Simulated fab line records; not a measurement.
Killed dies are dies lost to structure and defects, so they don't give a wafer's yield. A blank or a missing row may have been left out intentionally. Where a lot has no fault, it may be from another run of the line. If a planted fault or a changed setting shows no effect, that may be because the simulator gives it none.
fab line records ; flow n5Finfet
record lots=5; wafers=15; lastDay=16
route steps=1938 shown BEOL_M12@1641 BEOL_M13@1659
lots that met no fault: from a run of the same line without faults
startH: hours from the record's opening day to when the first of the lot's shown wafers began ; waitH: hours elapsed since this lot's preceding step ; " identical to the entry in the row above ; L1.1+2: several wafers, shown together as one row ; - value missing, or start not given ; * or withheld: withheld ; < > ~ a bound
route shown NAME@n: NAME is a module with steps in the file, n the number in the route of the first one ; usual: the fault-free wafers' mean and standard deviation ; same: alike in all rows ; chamber/n: place in a boat ; sites: per-site readings ; _std_site: how widely they spread, as a standard deviation ; _edge_site: mean of outer sites minus mean of inner sites ; radiusMm: for every site, how far away it sits from the centre of the wafer ; mask NAME#n: copy n ; behind: the last tool/chamber to shape the wafer ; hold: cause of the lot's hold/its duration in hours/its outcome ; device: whichever transistor did not switch (one of n, p or np) ; end of line: tests of these same wafers at the route's end ; step lacking rows: just its recipe ; killed: not the wafer's yield, but the dies lost to structure and defects at the first sort ; map: a wafer's dies, x killed, . not, _ none there
set.NAME: the setting that was run; set.NAME@STEP: the one run at that earlier step ; model.NAME: the simulator's own value behind a step, which no gauge read
lots seen at some steps along the route; tables by step, rows by wafer
services: when a tool's chamber went out of use (startH, in hours from the record's first day, below 0 if earlier), for how many hours, and the reason
## steps
# step N5_BEOL_M12_OCD_MEAS_35
# usual trenchDepthNm=318/5.7
lot.wafer;tool;chamber;startH;waitH;trenchDepthNm
L080.1;ocd-01;-;279.30;0.0;310
L080.2;ocd-01;-;279.30;0.0;318
L080.3;ocd-01;-;279.30;0.0;321
L081.3;ocd-02;-;285.19;0.0;320
L081.4;ocd-02;-;285.19;0.0;322
L081.6;ocd-02;-;285.19;0.0;319
L087.2;ocd-01;-;325.13;0.0;319
L087.3;ocd-01;-;325.13;0.0;322
L087.6;ocd-01;-;325.13;0.0;311
L090.1;ocd-02;-;328.17;0.0;317
L090.2;ocd-02;-;328.17;0.0;325
L090.4;ocd-02;-;328.17;0.0;311
L095.2;ocd-02;-;353.59;0.0;329
L095.3;ocd-02;-;353.59;0.0;310
L095.6;ocd-02;-;353.59;0.0;325
# step N5_BEOL_M12_STRIP_37
# recipe chemistry=N2/H2; powerW=1000; tempC=250; h2Frac=0.65; overashFraction=0.3; pressureMtorr=withheld; n2FlowSccm=1750; h2FlowSccm=3250
# usual drypumpMotorCurrentA=5.7/0.39; heaterPowerW=353/38; oesProductAu=0.790/0.009
# same overashFraction=0.3
lot.wafer;tool;chamber;startH;waitH;drypumpMotorCurrentA;heaterPowerW;oesProductAu;rfHoursCounterH
L080.1;plasmaAsher-01;1;279.34;0.0;5.2;372;0.789;115
L080.2;plasmaAsher-01;0;279.34;0.0;6.1;314;0.796;115
L080.3;plasmaAsher-01;0;279.34;0.0;6.1;313;0.788;-
L081.3;plasmaAsher-01;0;285.25;0.1;6.1;311;0.787;-
L081.4;plasmaAsher-01;1;285.25;0.1;5.2;379;0.804;-
L081.6;plasmaAsher-01;1;285.25;0.1;5.2;377;0.786;-
L087.2;plasmaAsher-02;0;325.16;0.0;5.4;407;0.779;95
L087.3;plasmaAsher-02;1;325.16;0.0;5.9;322;0.796;-
L087.6;plasmaAsher-02;0;325.16;0.0;5.4;410;0.799;-
L090.1;plasmaAsher-01;0;328.21;0.0;6.1;314;0.799;123
L090.2;plasmaAsher-01;1;328.21;0.0;5.2;381;0.790;123
L090.4;plasmaAsher-01;0;328.21;0.0;6.1;308;0.787;-
L095.2;plasmaAsher-02;0;353.70;0.1;5.4;394;0.796;103
L095.3;plasmaAsher-02;1;353.70;0.1;5.9;326;0.800;-
L095.6;plasmaAsher-02;1;353.70;0.1;5.9;320;0.801;-
# step N5_BEOL_M12_ETCH_38
# recipe chemistry=CF4/N2; target=SiCN; targetDepthA=687; taperDeg=2; timeS=73.4; ionEnergyEv=150; maskMaterial=SiO2; pressureMtorr=40; sourceW=430; biasW=70; Ar_flow_sccm=100; cf4FlowSccm=60; n2FlowSccm=60
# usual biasW=70.01/0.23; drypumpMotorCurrentA=5.7/0.33; oesProductAu=0.80/0.075; rfVppV=382.7/1.6; showerheadPlenumPTorr=2.22/0.063; throttleValvePct=15.41/0.21
lot.wafer;tool;chamber;startH;waitH;biasW;drypumpMotorCurrentA;oesProductAu;rfHoursCounterH;rfVppV;showerheadPlenumPTorr;throttleValvePct
L080.1;rieDiel-01;2;286.54;-;69.85;5.9;0.88;27;386.1;2.36;15.61
L080.2;rieDiel-01;1;286.54;-;70.24;5.6;0.70;237;383.8;2.27;15.89
L080.3;rieDiel-01;3;286.54;-;69.95;5.6;0.78;106;382.4;2.21;15.54
L081.3;rieDiel-04;3;286.94;-;70.16;6.2;0.75;118;380.0;2.12;15.30
L081.4;rieDiel-04;2;286.94;-;70.32;5.5;0.70;-;385.2;2.27;15.34
L081.6;rieDiel-04;1;286.94;-;69.98;5.4;0.66;-;382.1;2.18;15.49
L087.2;rieDiel-01;3;325.59;-;70.00;5.6;0.77;121;382.0;2.20;15.56
L087.3;rieDiel-01;2;325.59;-;69.58;5.8;0.86;41;384.6;2.35;15.65
L087.6;rieDiel-01;0;325.59;-;69.98;5.1;0.82;-;382.1;2.24;15.41
L090.1;rieDiel-06;0;330.97;-;70.01;5.6;0.75;105;380.0;2.14;15.17
L090.2;rieDiel-06;2;330.97;-;69.87;5.7;0.79;141;382.4;2.21;15.70
L090.4;rieDiel-06;3;330.97;-;70.69;6.1;0.77;154;381.2;2.21;15.37
L095.2;rieDiel-04;3;353.87;-;70.35;6.1;0.72;145;380.5;2.11;15.35
L095.3;rieDiel-04;0;353.87;-;69.65;6.2;0.80;104;381.9;2.22;15.20
L095.6;rieDiel-04;0;353.87;-;69.78;6.2;0.80;-;383.3;2.22;15.20
# step N5_BEOL_M12_PRECLEAN_39
# recipe chemistry=residueRemover; timeS=60; tempC=40
lot.wafer;tool;chamber;startH;waitH
L080.1+2+3;wetBench-06;6,5,4;286.67;0.1
L081.3+4+6;wetBench-06;3,2,0;287.08;0.1
L087.2+3+6;wetBench-06;2,3,0;325.72;0.1
L090.1+2+4;wetBench-03;5,4,0;331.10;0.1
L095.2+3+6;wetBench-06;7,5,2;353.99;0.1
# step N5_BEOL_M12_SRD_40
# recipe timeS=30; tempC=23; rinseLiquid=diw; dry=n2Spin; spinRpm=1500; dryTimeS=30
lot.wafer;tool;chamber;startH;waitH
L080.1+2+3;wetBench-06;6,5,4;286.69;0.0
L081.3+4+6;wetBench-06;3,2,0;287.10;0.0
L087.2+3+6;wetBench-06;2,3,0;325.74;0.0
L090.1+2+4;wetBench-03;5,4,0;331.11;0.0
L095.2+3+6;wetBench-06;7,5,2;354.01;0.0
# step N5_BEOL_M12_DEGAS_41
# recipe ambient=vacuum; tempC=250; timeS=60
# usual heaterPowerW=328/18
lot.wafer;tool;chamber;startH;waitH;heaterPowerW
L080.1;pvdSputter-01;-;286.97;0.3;277
L080.2;pvdSputter-01;-;286.97;0.3;322
L080.3;pvdSputter-01;-;286.97;0.3;325
L081.3;pvdSputter-01;-;287.36;0.2;321
L081.4;pvdSputter-01;-;287.36;0.2;338
L081.6;pvdSputter-01;-;287.36;0.2;333
L087.2;pvdSputter-02;-;326.35;0.6;318
L087.3;pvdSputter-02;-;326.35;0.6;353
L087.6;pvdSputter-02;-;326.35;0.6;305
L090.1;pvdSputter-01;-;331.60;0.5;309
L090.2;pvdSputter-01;-;331.60;0.5;326
L090.4;pvdSputter-01;-;331.60;0.5;282
L095.2;pvdSputter-03;-;354.15;0.1;358
L095.3;pvdSputter-03;-;354.15;0.1;342
L095.6;pvdSputter-03;-;354.15;0.1;345
# step N5_BEOL_M12_PRE_CLEAN_42
# recipe gas=H2/He; timeS=30; tempC=250
# usual heaterPowerW=328/18
lot.wafer;tool;chamber;startH;waitH;heaterPowerW
L080.1;pvdSputter-01;-;287.01;0.0;276
L080.2;pvdSputter-01;-;287.01;0.0;323
L080.3;pvdSputter-01;-;287.01;0.0;317
L081.3;pvdSputter-01;-;287.40;0.0;319
L081.4;pvdSputter-01;-;287.40;0.0;328
L081.6;pvdSputter-01;-;287.40;0.0;332
L087.2;pvdSputter-02;-;326.39;0.0;311
L087.3;pvdSputter-02;-;326.39;0.0;352
L087.6;pvdSputter-02;-;326.39;0.0;310
L090.1;pvdSputter-01;-;331.64;0.0;310
L090.2;pvdSputter-01;-;331.64;0.0;322
L090.4;pvdSputter-01;-;331.64;0.0;287
L095.2;pvdSputter-03;-;354.19;0.0;346
L095.3;pvdSputter-03;-;354.19;0.0;347
L095.6;pvdSputter-03;-;354.19;0.0;346
# step N5_BEOL_M12_SPUTTER_43
# recipe material=TaN; targetThkA=150; tempC=50; biasV=168.6; powerW=15000; chamberPressurePa=0.12; timeS=24.19
# usual throttleValvePct=29.9/1.3
lot.wafer;tool;chamber;startH;waitH;throttleValvePct
L080.1;pvdSputter-01;-;287.05;0.0;29.4
L080.2;pvdSputter-01;-;287.05;0.0;31.0
L080.3;pvdSputter-01;-;287.05;0.0;30.3
L081.3;pvdSputter-01;-;287.44;0.0;30.8
L081.4;pvdSputter-01;-;287.44;0.0;29.0
L081.6;pvdSputter-01;-;287.44;0.0;28.7
L087.2;pvdSputter-02;-;326.43;0.0;29.3
L087.3;pvdSputter-02;-;326.43;0.0;27.9
L087.6;pvdSputter-02;-;326.43;0.0;29.1
L090.1;pvdSputter-01;-;331.68;0.0;30.8
L090.2;pvdSputter-01;-;331.68;0.0;31.1
L090.4;pvdSputter-01;-;331.68;0.0;29.4
L095.2;pvdSputter-03;-;354.23;0.0;30.3
L095.3;pvdSputter-03;-;354.23;0.0;30.2
L095.6;pvdSputter-03;-;354.23;0.0;29.9
# step N5_BEOL_M12_SPUTTER_44
# recipe material=Ta; targetThkA=100; tempC=50; biasV=80; powerW=15000; chamberPressurePa=0.07; timeS=16.13
# usual throttleValvePct=29.9/1.3
lot.wafer;tool;chamber;startH;waitH;throttleValvePct
L080.1;pvdSputter-01;-;287.14;0.0;29.4
L080.2;pvdSputter-01;-;287.14;0.0;31.0
L080.3;pvdSputter-01;-;287.14;0.0;30.7
L081.3;pvdSputter-01;-;287.53;0.0;30.6
L081.4;pvdSputter-01;-;287.53;0.0;28.7
L081.6;pvdSputter-01;-;287.53;0.0;29.1
L087.2;pvdSputter-02;-;326.51;0.0;29.5
L087.3;pvdSputter-02;-;326.51;0.0;28.0
L087.6;pvdSputter-02;-;326.51;0.0;29.0
L090.1;pvdSputter-01;-;331.77;0.0;30.7
L090.2;pvdSputter-01;-;331.77;0.0;31.1
L090.4;pvdSputter-01;-;331.77;0.0;29.4
L095.2;pvdSputter-03;-;354.31;0.0;29.9
L095.3;pvdSputter-03;-;354.31;0.0;30.2
L095.6;pvdSputter-03;-;354.31;0.0;30.3
# step N5_BEOL_M12_SPUTTER_45
# recipe material=Cu; targetThkA=800; tempC=-20; biasV=60; powerW=26000; chamberPressurePa=0.13; timeS=13.33
# usual throttleValvePct=29.9/1.3
lot.wafer;tool;chamber;startH;waitH;throttleValvePct
L080.1;pvdSputter-01;-;287.23;0.0;29.5
L080.2;pvdSputter-01;-;287.23;0.0;31.3
L080.3;pvdSputter-01;-;287.23;0.0;30.5
L081.3;pvdSputter-01;-;287.62;0.0;30.6
L081.4;pvdSputter-01;-;287.62;0.0;29.2
L081.6;pvdSputter-01;-;287.62;0.0;29.0
L087.2;pvdSputter-02;-;326.59;0.0;29.1
L087.3;pvdSputter-02;-;326.59;0.0;28.3
L087.6;pvdSputter-02;-;326.59;0.0;29.1
L090.1;pvdSputter-01;-;331.86;0.0;30.3
L090.2;pvdSputter-01;-;331.86;0.0;31.2
L090.4;pvdSputter-01;-;331.86;0.0;29.5
L095.2;pvdSputter-03;-;354.39;0.0;30.4
L095.3;pvdSputter-03;-;354.39;0.0;30.1
L095.6;pvdSputter-03;-;354.39;0.0;29.8
# step N5_BEOL_M12_ECD_47
# recipe material=Cu; targetThkA=7200
lot.wafer;tool;chamber;startH;waitH
L080.1+2+3;ecdCu-01;1,0,1;287.35;0.1
L081.3+4+6;ecdCu-01;0,1,1;287.78;0.1
L087.2+3+6;ecdCu-01;1,0,1;326.70;0.1
L090.1+2+4;ecdCu-02;1,0,0;331.98;0.1
L095.2+3+6;ecdCu-01;0;354.51;0.1
# step N5_BEOL_M12_ANNEAL_48
# recipe tempC=225; timeS=90; ambient=N2
# usual wafer_temp_C_max=225.84/0.27
lot.wafer;tool;chamber;startH;waitH;wafer_temp_C_max
L080.1;rtpAnneal-01;0;287.50;0.1;226.07
L080.2;rtpAnneal-01;0;287.50;0.1;225.97
L080.3;rtpAnneal-01;0;287.50;0.1;225.73
L081.3;rtpAnneal-01;0;287.98;0.2;226.13
L081.4;rtpAnneal-01;0;287.98;0.2;226.12
L081.6;rtpAnneal-01;0;287.98;0.2;226.06
L087.2;rtpAnneal-01;0;326.98;0.2;225.86
L087.3;rtpAnneal-01;0;326.98;0.2;225.95
L087.6;rtpAnneal-01;0;326.98;0.2;226.15
L090.1;rtpAnneal-02;0;332.26;0.2;226.13
L090.2;rtpAnneal-02;0;332.26;0.2;226.19
L090.4;rtpAnneal-02;0;332.26;0.2;225.88
L095.2;rtpAnneal-01;0;354.72;0.2;226.33
L095.3;rtpAnneal-01;0;354.72;0.2;226.09
L095.6;rtpAnneal-01;0;354.72;0.2;225.91
# step N5_BEOL_M12_CMP_49
# recipe stopOn=SiOC; tOverpolishS=20.6; downForcePsi=1; platenRpm=50; clearingPlatenDownForcePsi=1.5; clearingPlatenRpm=50; postCmpClean=cuAlkaline; targetThkNm=320; clearingPlatenPadVelocityMS=0.99484; padVelocityMS=0.99484
# usual barrierFieldEndpointS=30.3/0.89; motorCurrentA=6.3/0.65; overpolishRunS=20.600/0.0092
lot.wafer;tool;chamber;startH;waitH;barrierFieldEndpointS;motorCurrentA;overpolishRunS
L080.1;cmp-04;3;287.80;0.3;29.4;6.9;20.597
L080.3;cmp-04;0;287.80;0.3;29.3;5.5;20.596
L080.2;cmp-04;2;287.80;0.3;30.5;7.0;20.614
L081.4;cmp-04;3;288.25;0.2;29.3;6.8;20.609
L081.3;cmp-04;2;288.25;0.2;29.7;7.6;20.605
L081.6;cmp-04;0;288.25;0.2;29.8;5.3;20.600
L087.2;cmp-01;1;327.23;0.2;30.1;6.3;20.608
L087.3;cmp-01;3;327.23;0.2;28.7;6.0;20.602
L087.6;cmp-01;2;327.23;0.2;30.1;6.7;20.605
L090.1;cmp-01;3;332.56;0.3;29.6;6.3;20.593
L090.2;cmp-01;0;332.56;0.3;30.3;5.7;20.601
L090.4;cmp-01;2;332.56;0.3;29.8;6.4;20.606
L095.3;cmp-01;3;355.01;0.2;30.9;6.2;20.593
L095.2;cmp-01;0;355.01;0.2;31.0;5.5;20.581
L095.6;cmp-01;3;355.01;0.2;30.5;5.7;20.609
# step N5_BEOL_M12_THK_MEAS_50
# recipe thkMeasGauge=xrf; reads=Cu_of_BEOL_M12_ECD_47
# usual M12_THK=325/6.6
lot.wafer;tool;chamber;startH;waitH;M12_THK[nm]
L080.1;filmMetro-02;-;288.09;-;313
L080.2;filmMetro-02;-;288.09;-;320
L080.3;filmMetro-02;-;288.09;-;324
L081.3;filmMetro-01;-;288.55;-;329
L081.4;filmMetro-01;-;288.55;-;330
L081.6;filmMetro-01;-;288.55;-;328
L087.2;filmMetro-02;-;327.53;-;321
L087.3;filmMetro-02;-;327.53;-;324
L087.6;filmMetro-02;-;327.53;-;313
L090.1;filmMetro-01;-;332.85;-;325
L090.2;filmMetro-01;-;332.85;-;334
L090.4;filmMetro-01;-;332.85;-;319
L095.2;filmMetro-02;-;355.26;-;338
L095.3;filmMetro-02;-;355.26;-;318
L095.6;filmMetro-02;-;355.26;-;334
# step N5_BEOL_M12_PRE_CLEAN_52
# recipe gas=NH3; timeS=15; tempC=withheld; rfPowerW=300
lot.wafer;tool;chamber;startH;waitH
L080.1+2+3;pecvd-01;1,2,0;288.13;0.0
L081.3+4+6;pecvd-01;1,2,0;288.58;0.0
L087.2+3+6;pecvd-03;1,0,2;327.56;0.0
L090.1+2+4;pecvd-03;1,2,0;332.89;0.0
L095.2+3+6;pecvd-01;2,1,2;355.30;0.0
# step N5_BEOL_M12_DEP_53
# recipe material=SiCN; targetThkA=300; tempC=withheld; precursor=3MS/NH3; pressureTorr=3; rfW=675; timeS=10.5
# usual showerheadPlenumPTorr=4.15/0.04; throttleValvePct=17.7/0.85
lot.wafer;tool;chamber;startH;waitH;showerheadPlenumPTorr;throttleValvePct
L080.1;pecvd-01;1;288.15;0.0;4.11;17.5
L080.2;pecvd-01;2;288.15;0.0;4.10;16.3
L080.3;pecvd-01;0;288.15;0.0;4.19;18.0
L081.3;pecvd-01;1;288.61;0.0;4.12;17.6
L081.4;pecvd-01;2;288.61;0.0;4.11;16.9
L081.6;pecvd-01;0;288.61;0.0;4.20;17.9
L087.2;pecvd-03;1;327.59;0.0;4.21;18.4
L087.3;pecvd-03;0;327.59;0.0;4.18;17.0
L087.6;pecvd-03;2;327.59;0.0;4.17;17.3
L090.1;pecvd-03;1;332.91;0.0;4.19;18.5
L090.2;pecvd-03;2;332.91;0.0;4.17;17.1
L090.4;pecvd-03;0;332.91;0.0;4.18;17.0
L095.2;pecvd-01;2;355.32;0.0;4.10;16.7
L095.3;pecvd-01;1;355.32;0.0;4.11;17.5
L095.6;pecvd-01;2;355.32;0.0;4.11;16.5
# step N5_BEOL_M12_RS_MEAS_54
# recipe thkMeasGauge=four-point-probe; reads=Cu_of_BEOL_M12_ECD_47+Ta_of_BEOL_M12_SPUTTER_44+TaN_of_BEOL_M12_SPUTTER_43
# usual M12_RS=0.0602/0.0011
lot.wafer;tool;chamber;startH;waitH;M12_RS[ohm/sq]
L080.1;filmMetro-02;-;288.21;0.0;0.0616
L080.2;filmMetro-02;-;288.21;0.0;0.0601
L080.3;filmMetro-02;-;288.21;0.0;0.0595
L081.3;filmMetro-02;-;288.67;0.0;0.0598
L081.4;filmMetro-02;-;288.67;0.0;0.0596
L081.6;filmMetro-02;-;288.67;0.0;0.0602
L087.2;filmMetro-01;-;327.65;0.0;0.0600
L087.3;filmMetro-01;-;327.65;0.0;0.0597
L087.6;filmMetro-01;-;327.65;0.0;0.0616
L090.1;filmMetro-02;-;332.98;0.0;0.0607
L090.2;filmMetro-02;-;332.98;0.0;0.0590
L090.4;filmMetro-02;-;332.98;0.0;0.0618
L095.2;filmMetro-02;-;355.39;0.0;0.0578
L095.3;filmMetro-02;-;355.39;0.0;0.0618
L095.6;filmMetro-02;-;355.39;0.0;0.0589
# step N5_BEOL_M12_INSPECT_55
# recipe inspectInstrument=darkfield; mode=postDep
# usual rawDefectCount=71/22
lot.wafer;tool;chamber;startH;waitH;rawDefectCount
L080.1;defectInspect-01;-;288.24;0.0;67
L080.2;defectInspect-01;-;288.24;0.0;44
L080.3;defectInspect-01;-;288.24;0.0;43
L081.3;defectInspect-01;-;288.78;0.1;57
L081.4;defectInspect-01;-;288.78;0.1;68
L081.6;defectInspect-01;-;288.78;0.1;73
L087.2;defectInspect-02;-;327.68;0.0;103
L087.3;defectInspect-02;-;327.68;0.0;78
L087.6;defectInspect-02;-;327.68;0.0;85
L090.1;defectInspect-01;-;333.00;0.0;44
L090.2;defectInspect-01;-;333.00;0.0;42
L090.4;defectInspect-01;-;333.00;0.0;48
L095.2;defectInspect-02;-;355.41;0.0;45
L095.3;defectInspect-02;-;355.41;0.0;63
L095.6;defectInspect-02;-;355.41;0.0;42
# step N5_BEOL_M13_ILD_DEP_00
# recipe material=SiOC; targetThkA=8379.2; tempC=350; precursor=DEMS/O2; pressureTorr=5; rfW=500; timeS=166.4
# usual heaterPowerW=511/80; showerheadPlenumPTorr=5.697/0.021; throttleValvePct=11.6/0.63
lot.wafer;tool;chamber;startH;waitH;heaterPowerW;showerheadPlenumPTorr;throttleValvePct
L080.1;pecvd-01;0;288.28;0.0;509;5.723;11.8
L080.2;pecvd-01;1;288.28;0.0;603;5.660;11.6
L080.3;pecvd-01;2;288.28;0.0;576;5.648;11.0
L081.3;pecvd-01;2;288.81;0.0;563;5.650;10.9
L081.4;pecvd-01;0;288.81;0.0;434;5.715;12.1
L081.6;pecvd-01;1;288.81;0.0;592;5.678;11.5
L087.2;pecvd-03;2;327.71;0.0;393;5.698;11.1
L087.3;pecvd-03;1;327.71;0.0;564;5.725;12.4
L087.6;pecvd-03;1;327.71;0.0;608;5.724;12.4
L090.1;pecvd-01;1;333.04;0.0;713;5.690;11.7
L090.2;pecvd-01;2;333.04;0.0;585;5.657;11.0
L090.4;pecvd-01;2;333.04;0.0;598;5.655;11.0
L095.2;pecvd-03;1;355.45;0.0;574;5.734;12.4
L095.3;pecvd-03;2;355.45;0.0;432;5.702;11.3
L095.6;pecvd-03;0;355.45;0.0;424;5.707;11.2
# step N5_BEOL_M13_THK_MEAS_01
# recipe reads=SiOC_of_BEOL_M13_ILD_DEP_00
# usual M13_ILD_THK=840/10
lot.wafer;tool;chamber;startH;waitH;M13_ILD_THK[nm]
L080.1;filmMetro-01;-;288.43;0.1;834
L080.2;filmMetro-01;-;288.43;0.1;842
L080.3;filmMetro-01;-;288.43;0.1;827
L081.3;filmMetro-01;-;288.97;0.1;841
L081.4;filmMetro-01;-;288.97;0.1;845
L081.6;filmMetro-01;-;288.97;0.1;857
L087.2;filmMetro-01;-;327.86;0.1;835
L087.3;filmMetro-01;-;327.86;0.1;841
L087.6;filmMetro-01;-;327.86;0.1;851
L090.1;filmMetro-02;-;333.19;0.1;843
L090.2;filmMetro-02;-;333.19;0.1;835
L090.4;filmMetro-02;-;333.19;0.1;847
L095.2;filmMetro-02;-;355.60;0.1;837
L095.3;filmMetro-02;-;355.60;0.1;849
L095.6;filmMetro-02;-;355.60;0.1;844
# step N5_BEOL_M13_COAT_58
# recipe resist=BARC; tempC=205; timeS=60; spinRpm=1500; resistThkNm=89
lot.wafer;tool;chamber;startH;waitH
L080.1+2+3;lithoTrack-02;0;288.46;0.0
L081.3+4+6;lithoTrack-03;0;289.00;0.0
L087.2+3+6;lithoTrack-05;0;327.90;0.0
L090.1+2+4;lithoTrack-03;0;333.22;0.0
L095.2+3+6;lithoTrack-03;0;355.63;0.0
# step N5_BEOL_M13_COAT_04
# recipe spinRpm=1625; resistThkNm=400
lot.wafer;tool;chamber;startH;waitH
L080.1+2+3;lithoTrack-02;0;-;-
L081.3+4+6;lithoTrack-03;0;-;-
L087.2+3+6;lithoTrack-05;0;-;-
L090.1+2+4;lithoTrack-03;0;-;-
L095.2+3+6;lithoTrack-03;0;-;-
# step N5_BEOL_M13_EBR_06
# recipe solvent=PGMEA; ebrWidthMm=1.5
lot.wafer;tool;chamber;startH;waitH
L080.1+2+3;lithoTrack-02;0;-;-
L081.3+4+6;lithoTrack-03;0;-;-
L087.2+3+6;lithoTrack-05;0;-;-
L090.1+2+4;lithoTrack-03;0;-;-
L095.2+3+6;lithoTrack-03;0;-;-
# step N5_BEOL_M13_SOFTBAKE_05
# recipe tempC=130; timeS=60
lot.wafer;tool;chamber;startH;waitH
L080.1+2+3;lithoTrack-02;0;-;-
L081.3+4+6;lithoTrack-03;0;-;-
L087.2+3+6;lithoTrack-05;0;-;-
L090.1+2+4;lithoTrack-03;0;-;-
L095.2+3+6;lithoTrack-03;0;-;-
# step N5_BEOL_M13_EXPOSE_07
# recipe maskId=V12; na=0.93; sourceShape=conventional; sigmaOuter=0.6; polarization=unpolarized; attpsmPhaseDeg=180; doseMj=24.8
# usual exposureDoseMJCm2=24.792/0.026
lot.wafer;tool;chamber;startH;waitH;mask;exposureDoseMJCm2
L080.1;krfScanner-01;0;288.68;-;V12#0;24.815
L080.2;krfScanner-01;0;288.68;-;V12#0;24.809
L080.3;krfScanner-01;0;288.68;-;V12#0;24.771
L081.3;krfScanner-02;0;289.26;-;V12#0;24.844
L081.4;krfScanner-02;0;289.26;-;V12#0;24.793
L081.6;krfScanner-02;0;289.26;-;V12#0;24.821
L087.2;krfScanner-01;0;328.13;-;V12#0;24.806
L087.3;krfScanner-01;0;328.13;-;V12#0;24.816
L087.6;krfScanner-01;0;328.13;-;V12#0;24.829
L090.1;krfScanner-01;0;333.32;-;V12#0;24.770
L090.2;krfScanner-01;0;333.32;-;V12#0;24.767
L090.4;krfScanner-01;0;333.32;-;V12#0;24.757
L095.2;krfScanner-02;0;355.86;-;V12#0;24.763
L095.3;krfScanner-02;0;355.86;-;V12#0;24.831
L095.6;krfScanner-02;0;355.86;-;V12#0;24.789
# step N5_BEOL_M13_PEB_08
# recipe pebTempC=130; pebTimeS=90
lot.wafer;tool;chamber;startH;waitH
L080.1+2+3;lithoTrack-05;0;288.74;0.1
L081.3+4+6;lithoTrack-03;0;289.31;0.0
L087.2+3+6;lithoTrack-05;0;328.18;0.0
L090.1+2+4;lithoTrack-05;0;333.38;0.1
L095.2+3+6;lithoTrack-05;0;355.92;0.0
# step N5_BEOL_M13_DEVELOP_09
# recipe developTimeS=45; rinseLiquid=diw; dry=airSpin; devTempC=21
lot.wafer;tool;chamber;startH;waitH
L080.1+2+3;lithoTrack-05;0;-;-
L081.3+4+6;lithoTrack-03;0;-;-
L087.2+3+6;lithoTrack-05;0;-;-
L090.1+2+4;lithoTrack-05;0;-;-
L095.2+3+6;lithoTrack-05;0;-;-
# step N5_BEOL_M13_HARDBAKE_14
# recipe tempC=130; timeS=120
lot.wafer;tool;chamber;startH;waitH
L080.1+2+3;lithoTrack-05;0;-;-
L081.3+4+6;lithoTrack-03;0;-;-
L087.2+3+6;lithoTrack-05;0;-;-
L090.1+2+4;lithoTrack-05;0;-;-
L095.2+3+6;lithoTrack-05;0;-;-
# step N5_BEOL_M13_CD_MEAS_10
# recipe targetCdNm=190; landingEnergyEv=500; detector=seInlens; polarity=opening
# usual cdNm=190.1/2
lot.wafer;tool;chamber;startH;waitH;cdNm
L080.1;cdSem-02;0;288.86;-;192.5
L080.2;cdSem-02;0;288.86;-;191.1
L080.3;cdSem-02;0;288.86;-;190.1
L081.3;cdSem-03;0;289.43;-;187.5
L081.4;cdSem-03;0;289.43;-;188.8
L081.6;cdSem-03;0;289.43;-;188.5
L087.2;cdSem-01;0;328.29;-;192.9
L087.3;cdSem-01;0;328.29;-;191.1
L087.6;cdSem-01;0;328.29;-;193.1
L090.1;cdSem-01;0;333.49;-;190.4
L090.2;cdSem-01;0;333.49;-;192.0
L090.4;cdSem-01;0;333.49;-;190.7
L095.2;cdSem-02;0;356.03;-;189.0
L095.3;cdSem-02;0;356.03;-;192.2
L095.6;cdSem-02;0;356.03;-;188.8
# step N5_BEOL_M13_OVL_MEAS_11
# recipe pointsPerWafer=44
# usual V12_OVL=0/5.8
lot.wafer;tool;chamber;startH;waitH;V12_OVL[nm]
L080.1;overlay-01;0;288.89;0.0;-11
L080.2;overlay-01;0;288.89;0.0;0
L080.3;overlay-01;0;288.89;0.0;-10
L081.3;overlay-01;0;289.46;0.0;-8
L081.4;overlay-01;0;289.46;0.0;0
L081.6;overlay-01;0;289.46;0.0;-2
L087.2;overlay-01;0;328.32;0.0;2
L087.3;overlay-01;0;328.32;0.0;-10
L087.6;overlay-01;0;328.32;0.0;-2
L090.1;overlay-02;0;333.52;0.0;8
L090.2;overlay-02;0;333.52;0.0;-4
L090.4;overlay-02;0;333.52;0.0;-2
L095.2;overlay-02;0;356.06;0.0;3
L095.3;overlay-02;0;356.06;0.0;1
L095.6;overlay-02;0;356.06;0.0;1
## services
tool;chamber;startH;hours;kind
plasmaAsher-01;-;256.03;2.5;repair
rieDiel-04;0;276.72;15.8;repair
pecvd-01;0;279.00;2.1;scheduledDown
krfScanner-01;-;281.08;1.1;repair
krfScanner-01;-;289.29;1.4;repair
rieDiel-04;3;290.02;5.1;repair
rieDiel-04;2;293.54;9.1;repair
pecvd-01;-;297.19;1.4;repair
rieDiel-04;1;302.68;-;clean
rieDiel-04;1;302.68;-;consumableReplace:focusRing
rieDiel-04;1;302.68;12.8;scheduledDown
rieDiel-04;1;302.68;12.8;ventCycle
krfScanner-02;-;306.25;1.0;pm
cmp-04;-;310.99;4.0;pm
krfScanner-02;0;311.05;-;calibration
krfScanner-02;-;311.51;1.3;pm
pecvd-01;1;314.37;13.0;repair
cmp-04;-;314.99;-;consumableReplace:conditioner
cmp-04;-;314.99;-;consumableReplace:pad
krfScanner-01;-;321.44;1.3;pm
rieDiel-04;3;327.77;1.6;repair
krfScanner-02;-;339.54;0.9;repair
krfScanner-02;-;344.31;0.3;repair
pvdSputter-01;-;346.24;2.4;repair
## key
fault none
